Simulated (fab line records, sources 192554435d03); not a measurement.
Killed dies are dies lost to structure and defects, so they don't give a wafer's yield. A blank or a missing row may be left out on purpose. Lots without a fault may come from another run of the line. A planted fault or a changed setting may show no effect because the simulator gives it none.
fab line records | flow n5_finfet
record lots=5 wafers=15 last_day=17
route steps=1938 shown FIN_SAQP@106 BEOL_M4@1111 PASSIVATION@1936
lots that met no fault: from a run of the same line without faults
start_h: hours from the record's first day to the start of the lot's first wafer shown | wait_h: hours since the lot's step before | " the same as in the row above | L1.1+2: a row that stands for several wafers | - no value, or no start given | * or withheld: withheld | < > ~ a bound
route shown NAME@n: a module of which the file shows steps, and the number in the route of the first | usual: mean/standard deviation of fault-free wafers | same: alike in all rows | chamber/n: place in a boat | sites: the reading at each site | _std_site: their standard deviation | _edge_site: outer sites' mean less inner sites' | radius_mm: how far each site lies from the wafer's centre | mask NAME#n: copy n | behind: the tool/chamber that last shaped the wafer | hold: why the lot was held/for how many hours/how that ended | device: the transistor (n, p or np) that didn't switch | end of line: the same wafers' tests at the end of the route | a step without rows: its recipe alone | killed: dies lost to structure and defects at the first sort, not the wafer's yield | map: a wafer's dies, x killed, . not, _ none there
set.NAME: the setting as run; set.NAME@STEP: as run at that earlier step | model.NAME: the simulator's own value behind a step, which no gauge read
lots at some steps of the route; a table a step, a row a wafer
services: from which hour (start_h, from the record's first day; less than 0 if before it) a tool's chamber was out of use, for how many hours, and why
## steps
# step N5_FIN_SAQP_EBR_12
# recipe solvent=PGMEA ebr_width_mm=1.5
# step N5_FIN_SAQP_SOFTBAKE_11
# recipe temp_c=110 time_s=60 resist=CAR-ArF
# step N5_FIN_SAQP_EXPOSE_13
# recipe mask_id=FIN_CORE na=1.35 source_shape=dipole sigma_inner=0.538 sigma_outer=0.738 polarization=te target_cd_nm=35.6 dose_mj=63.25
# step N5_FIN_SAQP_PEB_14
# recipe peb_temp_c=withheld peb_time_s=60 resist=CAR-ArF
# step N5_FIN_SAQP_DEVELOP_15
# recipe develop_time_s=30 developer=TMAH resist=CAR-ArF dev_temp_c=23 rinse_liquid=diw dry=air_spin
# step N5_FIN_SAQP_DESCUM_21
# recipe chemistry=O2 time_s=7.9 source_power_w=50 bias_power_w=20 pressure_mtorr=20 rf_frequency_hz=2.712e+07 temp_c=40 resist=CAR-ArF o2_flow_sccm=225
# step N5_FIN_SAQP_ETCH_51
# recipe chemistry=CF4 target=SiARC target_depth_a=455 mask_material=CAR-ArF time_s=75.8 ion_energy_ev=80 pressure_mtorr=40 source_w=545 bias_w=36 Ar_flow_sccm=100 cf4_flow_sccm=100 ends=cleared
# step N5_FIN_SAQP_ETCH_52
# recipe chemistry=N2/H2 target=SOC target_depth_a=1000 overetch_a=200 mask_material=SiARC temp_c=40 time_s=150 ion_energy_ev=200 pressure_mtorr=30 source_w=840 bias_w=150 n2_flow_sccm=200 h2_flow_sccm=200 ends=end_point
# step N5_FIN_SAQP_STRIP_53
# recipe chemistry=N2/H2 temp_c=40 n2_flow_sccm=200 h2_flow_sccm=200 rf_frequency_hz=6e+07
# step N5_FIN_SAQP_HM_OPEN_73
# recipe chemistry=CHF3/O2 target=SiO2 stop_on=a-Si target_depth_a=120 over_etch_frac=1.8 mask_material=SOC time_s=16.8 pressure_mtorr=30 source_w=650 bias_w=170 Ar_flow_sccm=200 CHF3_flow_sccm=50 O2_flow_sccm=5 ion_energy_ev=200 ends=end_point
# usual CHF3_flow_sccm=50.02/0.15 O2_flow_sccm=4.999/0.015 bias_w=170.0/0.53 drypump_motor_current_A=5.7/0.42 oes_product_au=0.49/0.056 rf_vpp_V=525/12 showerhead_plenum_p_Torr=2.45/0.075 throttle_valve_pct=18.74/0.27
# columns lot.wafer tool chamber start_h wait_h CHF3_flow_sccm O2_flow_sccm bias_w drypump_motor_current_A oes_product_au rf_hours_counter_h rf_vpp_V showerhead_plenum_p_Torr throttle_valve_pct model.SiARC_of_FIN_SAQP_COAT_50.thk_nm
L140.1 rie_diel-03 1 76.37 0.0 - - - - - - - - - 29.44
L140.2 " 0 " " - - - - - - - - - 29.66
L140.3 " 3 " " - - - - - - - - - 28.88
L141.1 rie_diel-03 1 82.36 0.0 - - - - - - - - - 29.21
L141.3 " 0 " " - - - - - - - - - 29.17
L141.6 " 0 " " - - - - - - - - - 29.17
L142.2 rie_diel-02 3 87.66 0.0 - - - - - - - - - 28.85
L142.4 " 3 " " - - - - - - - - - 28.95
L142.5 " 2 " " - - - - - - - - - 28.86
L152.1 rie_diel-03 1 147.66 0.0 50.04 5.005 169.8 5.7 0.56 9 510 2.54 18.54 5.19
L152.2 " 0 " " 49.83 4.994 170.6 6.1 0.50 87 518 2.44 19.16 5.836
L152.5 " 0 " " 49.94 5.001 170.4 6.1 0.50 - 519 2.44 19.17 5.787
L153.1 rie_diel-03 2 154.05 0.0 50.06 4.987 169.4 5.5 0.54 29 511 2.54 18.89 5.144
L153.2 " 3 " " 50.13 4.995 170.4 5.6 0.51 46 551 2.45 18.57 3.612
L153.4 " 1 " " 50.19 4.984 170.7 5.7 0.56 11 510 2.54 18.55 4.812
# step N5_FIN_SAQP_STRIP_74
# recipe chemistry=CHF3/O2 resist=SiARC rf_frequency_hz=6e+07
# step N5_FIN_SAQP_MANDREL_ETCH_22
# recipe target_depth_a=600 chemistry=HBr/Cl2 target=a-Si stop_on=SiNx bt_time_s=10 over_etch_frac=0.5 time_s=30 pressure_mtorr=10 icp_w=800 bias_w=75 HBr_flow_sccm=150 Cl2_flow_sccm=80 ends=end_point
# usual bias_w=74.98/0.22 drypump_motor_current_A=5.95/0.28 oes_product_au=0.771/0.014 throttle_valve_pct=35.35/0.27
# columns lot.wafer tool chamber start_h wait_h bias_w drypump_motor_current_A oes_product_au rf_hours_counter_h throttle_valve_pct
L140.1 rie_si-02 1 76.46 0.0 75.15 6.06 0.309 81 36.38
L140.2 " 0 " " 74.88 6.27 0.304 83 36.22
L140.3 " 3 " " 74.83 5.70 0.308 189 36.45
L141.1 rie_si-02 3 82.44 0.0 74.71 5.70 0.320 189 36.45
L141.3 " 0 " " 74.79 6.27 0.308 83 36.22
L141.6 " 3 " " 74.87 5.75 0.308 - 36.47
L142.2 rie_si-06 3 87.74 0.0 75.08 6.04 0.299 16 36.69
L142.4 " 1 " " 74.97 5.54 0.300 135 36.56
L142.5 " 2 " " 75.10 6.07 0.313 - 36.17
L152.1 rie_si-02 2 147.75 0.0 75.09 5.79 0.775 114 35.54
L152.2 " 0 " " 74.68 6.22 0.772 84 35.29
L152.5 " 2 " " 75.13 5.80 0.777 - 35.55
L153.1 rie_si-02 3 154.15 0.0 74.76 5.75 0.777 190 35.47
L153.2 " 0 " " 75.10 6.28 0.774 84 35.25
L153.4 " 2 " " 75.11 5.80 0.769 114 35.56
# step N5_FIN_SAQP_STRIP_55
# recipe chemistry=N2/H2 power_w=500 temp_c=40 pressure_mtorr=50 rf_frequency_hz=6e+07 overash_fraction=0.3 bias_power_w=28 h2_frac=0.5 n2_flow_sccm=300 h2_flow_sccm=300
# step N5_FIN_SAQP_STRIP_23
# recipe chemistry=SPM time_s=750 temp_c=130 h2so4_h2o2_vol_ratio=4
# step N5_FIN_SAQP_SRD_66
# recipe dry=ipa_marangoni time_s=30 temp_c=23 rinse_liquid=diw
# step N5_FIN_SAQP_RECESS_75
# recipe chemistry=HF/NH3 target=SiO2 target_depth_a=144 afs_cycles=3 temp_c=30 sublimation_temp_c=180 sublimation_time_s=60
# step N5_FIN_SAQP_SPACER1_ALD_24
# recipe material=SiO2 target_thk_a=203 temp_c=300 ald_precursor_family=BDEAS ald_co_reactant=O2-plasma pulse_time_s=1 purge_time_s=2 co_reactant_purge_time_s=2 ald_cycles=218 pressure_torr=2
# step N5_FIN_SAQP_SPACER1_ETCHBACK_25
# recipe chemistry=CHF3/O2 mode=anisotropic_etchback target=SiO2 target_depth_a=244 time_s=12.2 pressure_mtorr=30 source_w=650 bias_w=170 Ar_flow_sccm=200 CHF3_flow_sccm=50 O2_flow_sccm=5 ion_energy_ev=200
# step N5_FIN_SAQP_MANDREL1_REMOVE_56
# recipe chemistry=HBr/Cl2/O2 bt_time_s=10 target=a-Si stop_on=SiNx endpoint=OES-SiCl over_etch_frac=1 icp_w=600 bias_w=22 HBr_flow_sccm=150 Cl2_flow_sccm=80 O2_flow_sccm=5 pressure_mtorr=10
# usual bias_w=22.02/0.065 drypump_motor_current_A=5.8/0.39 oes_product_au=1.010/0.016 throttle_valve_pct=36.6/0.32
# columns lot.wafer tool chamber start_h wait_h bias_w drypump_motor_current_A oes_product_au rf_hours_counter_h throttle_valve_pct
L140.1 rie_si-04 2 78.10 0.1 22.02 5.7 0.373 166 36.8
L140.2 " 0 " " 22.05 4.9 0.388 164 35.9
L140.3 " 1 " " 22.00 5.7 0.386 196 36.4
L141.1 rie_si-02 3 85.82 0.1 22.02 5.8 0.382 189 36.8
L141.3 " 2 " " 22.08 5.8 0.380 113 36.9
L141.6 " 0 " " 21.96 6.2 0.374 - 36.6
L142.2 rie_si-06 2 91.02 0.1 22.09 6.1 0.386 42 36.5
L142.4 " 1 " " 22.02 5.5 0.373 135 36.9
L142.5 " 0 " " 22.03 6.2 0.368 - 36.1
L152.1 rie_si-06 0 149.69 0.1 22.14 6.2 0.964 55 36.2
L152.2 " 1 " " 22.07 5.5 0.993 136 36.9
L152.5 " 1 " " 22.15 5.5 0.989 - 36.9
L153.1 rie_si-02 3 155.90 0.1 22.00 5.7 1.017 190 36.8
L153.2 " 0 " " 22.05 6.2 1.020 84 36.6
L153.4 " 1 " " 22.11 6.0 1.015 83 36.7
# step N5_FIN_SAQP_CD_MEAS_27
# recipe target_cd_nm=20 landing_energy_ev=1000 detector=se_inlens polarity=line
# usual cd_nm=20.29/0.24
# columns lot.wafer tool chamber start_h wait_h cd_nm
L140.1 cd_sem-02 0 78.21 0.1 -
L140.2 " 0 " " -
L140.3 " 0 " " -
L141.1 cd_sem-03 0 85.93 0.1 -
L141.3 " 0 " " -
L141.6 " 0 " " -
L142.2 cd_sem-02 0 91.14 0.1 -
L142.4 " 0 " " -
L142.5 " 0 " " -
L152.1 cd_sem-01 0 149.80 0.1 20.38
L152.2 " 0 " " 20.26
L152.5 " 0 " " 20.55
L153.1 cd_sem-03 0 156.01 0.1 20.39
L153.2 " 0 " " 19.96
L153.4 " 0 " " 20.24
# step N5_FIN_SAQP_ETCH_57
# recipe chemistry=CH3F/O2 target=SiNx mask_material=SiO2 target_depth_a=325 time_s=46.4 pressure_mtorr=30 source_w=395 bias_w=73 Ar_flow_sccm=150 CH3F_flow_sccm=30 O2_flow_sccm=20 ion_energy_ev=120 ends=cleared
# step N5_BEOL_M4_RC_MEAS_101
# usual DIBL_N=36.3/1.6 DIBL_P=36.2/2 IOFF_N=0.160/0.028 IOFF_P=0.21/0.036 ION_N=677/11 ION_P=465/6.9 SS_N=71.5/0.55 SS_P=73.3/0.64 VT_N=250/3 VT_P=-250/3.5
# columns lot.wafer tool chamber start_h wait_h DIBL_N[mV/V] DIBL_P[mV/V] IOFF_N[nA/um] IOFF_P[nA/um] ION_N[uA/um] ION_P[uA/um] SS_N[mV/dec] SS_P[mV/dec] VT_N[mV] VT_P[mV]
L152.1 prober-02 0 300.11 0.0 33.7 34.0 0.133 0.18 688 476 71.1 72.9 251 -252
L152.2 " 0 " " 36.8 37.3 0.173 0.23 677 471 71.3 73.4 249 -247
L152.5 " 0 " " 34.8 35.1 0.150 0.20 670 464 71.4 73.5 250 -247
L153.1 prober-01 0 305.74 0.0 36.5 35.4 0.156 0.21 681 467 71.1 73.1 248 -250
L153.2 " 0 " " 37.6 36.3 0.190 0.23 700 480 71.7 73.4 246 -249
L153.4 " 0 " " 38.0 37.8 0.199 0.25 698 476 72.2 74.3 245 -248
# step N5_PASSIVATION_PROBE_49
# usual defect_limited_yield=91.2/1.5 killed_at_M0_to_M3=36/10 killed_at_M4_up=13/6 killed_at_contacts=11/5.2 killed_at_front_end=40/11 killed_at_other=3.1/2.9 killed_dies=104/17 killed_on_rim=14/3.6 killed_open=66/12 killed_short=34/7.7 sort_bin_5_function=5.1/0.91 sort_bin_6_memory=3.2/0.67 sort_n_pass=1076/17 sort_yield_pct=91.2/1.5
# same gross_dies=1180 killed_at_back_side=0 sort_bin_4_leakage[%]=0 sort_bin_8_speed[%]=0
# columns lot.wafer tool chamber start_h wait_h defect_limited_yield[%] killed_at_M0_to_M3 killed_at_M4_up killed_at_contacts killed_at_front_end killed_at_other killed_dies killed_on_rim killed_open killed_short sort_bin_5_function[%] sort_bin_6_memory[%] sort_n_pass sort_yield_pct[%]
L141.1 prober-02 - 339.95 0.0 0 47 5 12 1115 1 1180 152 60 36 96.7 2.9 0 0
L141.3 prober-02 - 340.05 0.1 0 67 11 14 1086 2 1180 152 80 53 95.3 4.3 0 0
L141.6 prober-02 - 340.20 0.3 0 35 18 11 1111 5 1180 152 61 33 96.3 3.2 0 0
L142.2 prober-02 - 344.56 0.1 0 34 7 19 1118 2 1180 152 66 30 96.7 2.8 0 0
L142.4 prober-02 - 344.66 0.2 0 42 3 12 1123 0 1180 152 55 34 96.8 3.1 0 0
L142.5 prober-02 - 344.71 0.2 0 37 10 18 1109 6 1180 152 74 35 96.1 3.6 0 0
L140.1 prober-02 - 348.67 0.0 0 40 12 19 1104 5 1180 152 74 44 95.5 4.2 0 0
L140.2 prober-02 - 348.72 0.1 0 43 8 5 1123 1 1180 152 63 31 96.4 3.1 0 0
L140.3 prober-02 - 348.77 0.1 0 25 15 19 1121 0 1180 152 61 31 97.1 2.4 0 0
L152.2 prober-02 - 403.07 0.1 91.9 19 15 2 54 5 95 12 62 33 5.1 2.9 1085 91.9
L153.1 prober-02 - 417.28 0.0 92.5 29 10 9 40 0 88 11 63 25 4.7 2.4 1092 92.5
L153.2 prober-02 - 417.33 0.1 94.7 16 4 6 32 5 63 8 34 22 2.3 2.5 1117 94.7
L153.4 prober-02 - 417.43 0.2 93.2 27 15 6 32 0 80 9 58 22 3.7 2.9 1100 93.2
# killed by level:class
L141.1 FIN_SAQP:area_open=1082 BEOL_M0_SAQP:geometric_particle:short=12 BEOL_M2:geometric_particle:open=12 BEOL_M0_SAQP:geometric_particle:open=10 DUMMY_GATE:geometric_particle:open=8 MOL_CONTACT_COAG:geometric_particle:open=8 STI_FIN_REVEAL:geometric_particle:open=7 BEOL_M2:geometric_particle:short=4
L141.3 FIN_SAQP:area_open=1045 BEOL_M0_SAQP:geometric_particle:short=26 BEOL_M0_SAQP:geometric_particle:open=18 DUMMY_GATE:geometric_particle:open=12 MOL_CONTACT_COAG:geometric_particle:open=11 FIN_SAQP:geometric_particle:open=6 BEOL_M0:geometric_particle:open=6 BEOL_M3:geometric_particle:open=5
L141.6 FIN_SAQP:area_open=1083 BEOL_M0_SAQP:geometric_particle:short=10 BEOL_M0_SAQP:geometric_particle:open=10 MOL_CONTACT_COAG:geometric_particle:open=9 STI_FIN_REVEAL:geometric_particle:open=7 DUMMY_GATE:geometric_particle:open=5 BEOL_M5:geometric_particle:open=5 STARTING-WAFER:geometric_particle:open=5
L142.2 FIN_SAQP:area_open=1082 STI_FIN_REVEAL:geometric_particle:open=15 MOL_CONTACT_COAG:geometric_particle:open=13 BEOL_M0_SAQP:geometric_particle:open=12 MOL_CONTACT_COAG:geometric_particle:short=6 BEOL_M0_SAQP:geometric_particle:short=6 BEOL_M4:geometric_particle:open=6 FIN_SAQP:geometric_particle:short=5
L142.4 FIN_SAQP:area_open=1091 MOL_CONTACT_COAG:geometric_particle:open=10 FIN_SAQP:geometric_particle:short=9 BEOL_M1:geometric_particle:open=9 BEOL_M2:geometric_particle:open=9 BEOL_M0_SAQP:geometric_particle:open=8 BEOL_M0_SAQP:geometric_particle:short=7 FIN_SAQP:geometric_particle:open=5
L142.5 FIN_SAQP:area_open=1069 MOL_CONTACT_COAG:geometric_particle:open=16 BEOL_M0_SAQP:geometric_particle:open=11 BEOL_M1:geometric_particle:open=8 FIN_SAQP:geometric_particle:short=7 BEOL_M0_SAQP:geometric_particle:short=7 GATE_CUT:geometric_particle:short=6 DUMMY_GATE:geometric_particle:open=5
L140.1 FIN_SAQP:area_open=1061 MOL_CONTACT_COAG:geometric_particle:open=16 FIN_SAQP:geometric_particle:open=12 BEOL_M0_SAQP:geometric_particle:short=10 BEOL_M1:geometric_particle:open=10 BEOL_M0_SAQP:geometric_particle:open=9 FIN_SAQP:geometric_particle:short=8 MIM_BOT:geometric_particle:short=5
L140.2 FIN_SAQP:area_open=1086 BEOL_M1:geometric_particle:open=12 FIN_SAQP:geometric_particle:open=11 FIN_SAQP:geometric_particle:short=10 BEOL_M0_SAQP:geometric_particle:short=10 BEOL_M0_SAQP:geometric_particle:open=9 MOL_CONTACT_COAG:geometric_particle:open=4 BEOL_M3:geometric_particle:open=4
L140.3 FIN_SAQP:area_open=1087 MOL_CONTACT_COAG:geometric_particle:open=18 BEOL_M4:geometric_particle:open=8 FIN_SAQP:geometric_particle:short=7 BEOL_M0_SAQP:geometric_particle:open=7 FIN_SAQP:geometric_particle:open=5 BEOL_M0_SAQP:geometric_particle:short=5 STARTING-WAFER:geometric_particle:short=5
L152.2 FIN_SAQP:geometric_particle:open=13 FIN_SAQP:geometric_particle:short=11 BEOL_M4:geometric_particle:open=9 GATE_CUT:geometric_particle:short=8 BEOL_M1:geometric_particle:open=5 BEOL_M2:geometric_particle:open=5 BEOL_M4:geometric_particle:short=5 STI_FIN_REVEAL:geometric_particle:open=4
L153.1 BEOL_M3:geometric_particle:open=12 MOL_CONTACT_COAG:geometric_particle:open=9 STI_FIN_REVEAL:geometric_particle:open=8 FIN_SAQP:geometric_particle:short=7 FIN_SAQP:geometric_particle:open=6 BEOL_M0_SAQP:geometric_particle:open=5 BEOL_M1:geometric_particle:open=5 BEOL_M3:geometric_particle:short=5
L153.2 FIN_SAQP:geometric_particle:short=6 BEOL_M3:geometric_particle:open=6 HKMG_FIN:area_etch=5 STI_FIN_REVEAL:geometric_particle:open=4 GATE_CUT:geometric_particle:short=4 MOL_CONTACT_COAG:geometric_particle:open=4 BEOL_M1:geometric_particle:open=4 FIN_SAQP:geometric_particle:open=3
L153.4 BEOL_M3:geometric_particle:open=14 BEOL_M0_SAQP:geometric_particle:short=8 FIN_SAQP:geometric_particle:open=7 STI_FIN_REVEAL:geometric_particle:open=7 FIN_SAQP:geometric_particle:short=6 BEOL_M4:geometric_particle:open=6 MOL_CONTACT_COAG:geometric_particle:open=5 BEOL_M0_SAQP:geometric_particle:open=5
# map L140.1 (x killed, . not)
_________________xxxxxxxxxxxx________________
______________xxxxxxxxxxxxxxxxxx_____________
___________xxxxxxxxxxxxxxxxxxxxxxxx__________
__________xxxxxxxxxxxxxxxxxxxxxxxxxx_________
________xxxxxxxxxxxxxxxxxxxxxxxxxxxxxx_______
_______xxxxxxxxxxxxxxxxxxxxxxxxxxxxxxxx______
______xxxxxxxxxxxxxxxxxxxxxxxxxxxxxxxxxx_____
_____xxxxxxxxxxxxxxxxxxxxxxxxxxxxxxxxxxxx____
____xxxxxxxxxxxxxxxxxxxxxxxxxxxxxxxxxxxxxx___
___xxxxxxxxxxxxxxxxxxxxxxxxxxxxxxxxxxxxxxxx__
___xxxxxxxxxxxxxxxxxxxxxxxxxxxxxxxxxxxxxxxx__
__xxxxxxxxxxxxxxxxxxxxxxxxxxxxxxxxxxxxxxxxxx_
__xxxxxxxxxxxxxxxxxxxxxxxxxxxxxxxxxxxxxxxxxx_
_xxxxxxxxxxxxxxxxxxxxxxxxxxxxxxxxxxxxxxxxxxxx
_xxxxxxxxxxxxxxxxxxxxxxxxxxxxxxxxxxxxxxxxxxxx
_xxxxxxxxxxxxxxxxxxxxxxxxxxxxxxxxxxxxxxxxxxxx
_xxxxxxxxxxxxxxxxxxxxxxxxxxxxxxxxxxxxxxxxxxxx
_xxxxxxxxxxxxxxxxxxxxxxxxxxxxxxxxxxxxxxxxxxxx
_xxxxxxxxxxxxxxxxxxxxxxxxxxxxxxxxxxxxxxxxxxxx
_xxxxxxxxxxxxxxxxxxxxxxxxxxxxxxxxxxxxxxxxxxxx
_xxxxxxxxxxxxxxxxxxxxxxxxxxxxxxxxxxxxxxxxxxxx
__xxxxxxxxxxxxxxxxxxxxxxxxxxxxxxxxxxxxxxxxxx_
__xxxxxxxxxxxxxxxxxxxxxxxxxxxxxxxxxxxxxxxxxx_
___xxxxxxxxxxxxxxxxxxxxxxxxxxxxxxxxxxxxxxxx__
___xxxxxxxxxxxxxxxxxxxxxxxxxxxxxxxxxxxxxxxx__
____xxxxxxxxxxxxxxxxxxxxxxxxxxxxxxxxxxxxxx___
_____xxxxxxxxxxxxxxxxxxxxxxxxxxxxxxxxxxxx____
______xxxxxxxxxxxxxxxxxxxxxxxxxxxxxxxxxx_____
_______xxxxxxxxxxxxxxxxxxxxxxxxxxxxxxxx______
________xxxxxxxxxxxxxxxxxxxxxxxxxxxxxx_______
__________xxxxxxxxxxxxxxxxxxxxxxxxxx_________
___________xxxxxxxxxxxxxxxxxxxxxxxx__________
______________xxxxxxxxxxxxxxxxxx_____________
_________________xxxxxxxxxxxx________________
# map L141.1 (x killed, . not)
_________________xxxxxxxxxxxx________________
______________xxxxxxxxxxxxxxxxxx_____________
___________xxxxxxxxxxxxxxxxxxxxxxxx__________
__________xxxxxxxxxxxxxxxxxxxxxxxxxx_________
________xxxxxxxxxxxxxxxxxxxxxxxxxxxxxx_______
_______xxxxxxxxxxxxxxxxxxxxxxxxxxxxxxxx______
______xxxxxxxxxxxxxxxxxxxxxxxxxxxxxxxxxx_____
_____xxxxxxxxxxxxxxxxxxxxxxxxxxxxxxxxxxxx____
____xxxxxxxxxxxxxxxxxxxxxxxxxxxxxxxxxxxxxx___
___xxxxxxxxxxxxxxxxxxxxxxxxxxxxxxxxxxxxxxxx__
___xxxxxxxxxxxxxxxxxxxxxxxxxxxxxxxxxxxxxxxx__
__xxxxxxxxxxxxxxxxxxxxxxxxxxxxxxxxxxxxxxxxxx_
__xxxxxxxxxxxxxxxxxxxxxxxxxxxxxxxxxxxxxxxxxx_
_xxxxxxxxxxxxxxxxxxxxxxxxxxxxxxxxxxxxxxxxxxxx
_xxxxxxxxxxxxxxxxxxxxxxxxxxxxxxxxxxxxxxxxxxxx
_xxxxxxxxxxxxxxxxxxxxxxxxxxxxxxxxxxxxxxxxxxxx
_xxxxxxxxxxxxxxxxxxxxxxxxxxxxxxxxxxxxxxxxxxxx
_xxxxxxxxxxxxxxxxxxxxxxxxxxxxxxxxxxxxxxxxxxxx
_xxxxxxxxxxxxxxxxxxxxxxxxxxxxxxxxxxxxxxxxxxxx
_xxxxxxxxxxxxxxxxxxxxxxxxxxxxxxxxxxxxxxxxxxxx
_xxxxxxxxxxxxxxxxxxxxxxxxxxxxxxxxxxxxxxxxxxxx
__xxxxxxxxxxxxxxxxxxxxxxxxxxxxxxxxxxxxxxxxxx_
__xxxxxxxxxxxxxxxxxxxxxxxxxxxxxxxxxxxxxxxxxx_
___xxxxxxxxxxxxxxxxxxxxxxxxxxxxxxxxxxxxxxxx__
___xxxxxxxxxxxxxxxxxxxxxxxxxxxxxxxxxxxxxxxx__
____xxxxxxxxxxxxxxxxxxxxxxxxxxxxxxxxxxxxxx___
_____xxxxxxxxxxxxxxxxxxxxxxxxxxxxxxxxxxxx____
______xxxxxxxxxxxxxxxxxxxxxxxxxxxxxxxxxx_____
_______xxxxxxxxxxxxxxxxxxxxxxxxxxxxxxxx______
________xxxxxxxxxxxxxxxxxxxxxxxxxxxxxx_______
__________xxxxxxxxxxxxxxxxxxxxxxxxxx_________
___________xxxxxxxxxxxxxxxxxxxxxxxx__________
______________xxxxxxxxxxxxxxxxxx_____________
_________________xxxxxxxxxxxx________________
## services
# columns tool chamber start_h hours kind
rie_si-06 2 64.87 7.6 repair
rie_diel-03 - 65.45 0.9 repair
rie_si-04 2 66.32 3.5 repair
rie_diel-02 0 77.36 - clean
rie_diel-02 0 77.36 - consumable_replace:focus_ring
rie_diel-02 0 77.36 29.5 scheduled_down
rie_diel-02 0 77.36 29.5 vent_cycle
rie_diel-02 - 84.41 2.8 pm
rie_diel-03 1 96.15 - clean
rie_diel-03 1 96.15 - consumable_replace:focus_ring
rie_diel-03 1 96.15 - consumable_replace:showerhead
rie_diel-03 1 96.15 24.7 scheduled_down
rie_diel-03 1 96.15 24.7 vent_cycle
rie_si-06 3 115.79 12.2 repair
rie_si-04 1 125.49 - clean
rie_si-04 1 125.49 23.0 scheduled_down
rie_si-04 1 125.49 23.0 vent_cycle
## key
first_sign step=N5_FIN_SAQP_HM_OPEN_73 reading=tool_record direction=missing
effect step=N5_FIN_SAQP_MANDREL_ETCH_22 reading=oes_product_au direction=down sigmas=33 usual=0.771 struck=0.308
effect step=N5_FIN_SAQP_MANDREL1_REMOVE_56 reading=oes_product_au direction=down sigmas=39 usual=1.010 struck=0.379
effect step=N5_FIN_SAQP_CD_MEAS_27 reading=cd_nm direction=missing
effect step=N5_PASSIVATION_PROBE_49 reading=sort_bin_5_function direction=up sigmas=99+ usual=5.1 struck=96.3
model_effect step=N5_FIN_SAQP_HM_OPEN_73 value=SiARC_of_FIN_SAQP_COAT_50.thk_nm without=5.348 struck=29.13
more_kills_born_at N5_FIN_SAQP_HM_OPEN_73@rie_diel-03=6444 N5_FIN_SAQP_HM_OPEN_73@rie_diel-02=3242
met_at N5_FIN_SAQP_HM_OPEN_73
struck_wafers L140.1,L140.2,L140.3,L141.1,L141.3,L141.6,L142.2,L142.4,L142.5
later_rows_left_out L140.1,L140.2,L140.3,L141.1,L141.3,L141.6,L142.2,L142.4,L142.5
fault kind=skipped_step_whole tool=rie_diel-02,rie_diel-03 chamber=- onset_h=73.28 steps=N5_FIN_SAQP_HM_OPEN_73 scope=struck_lots_only
# later_rows_left_out: the simulator's readings of these wafers behind a module that went badly wrong aren't trusted and aren't shown, but for the sort
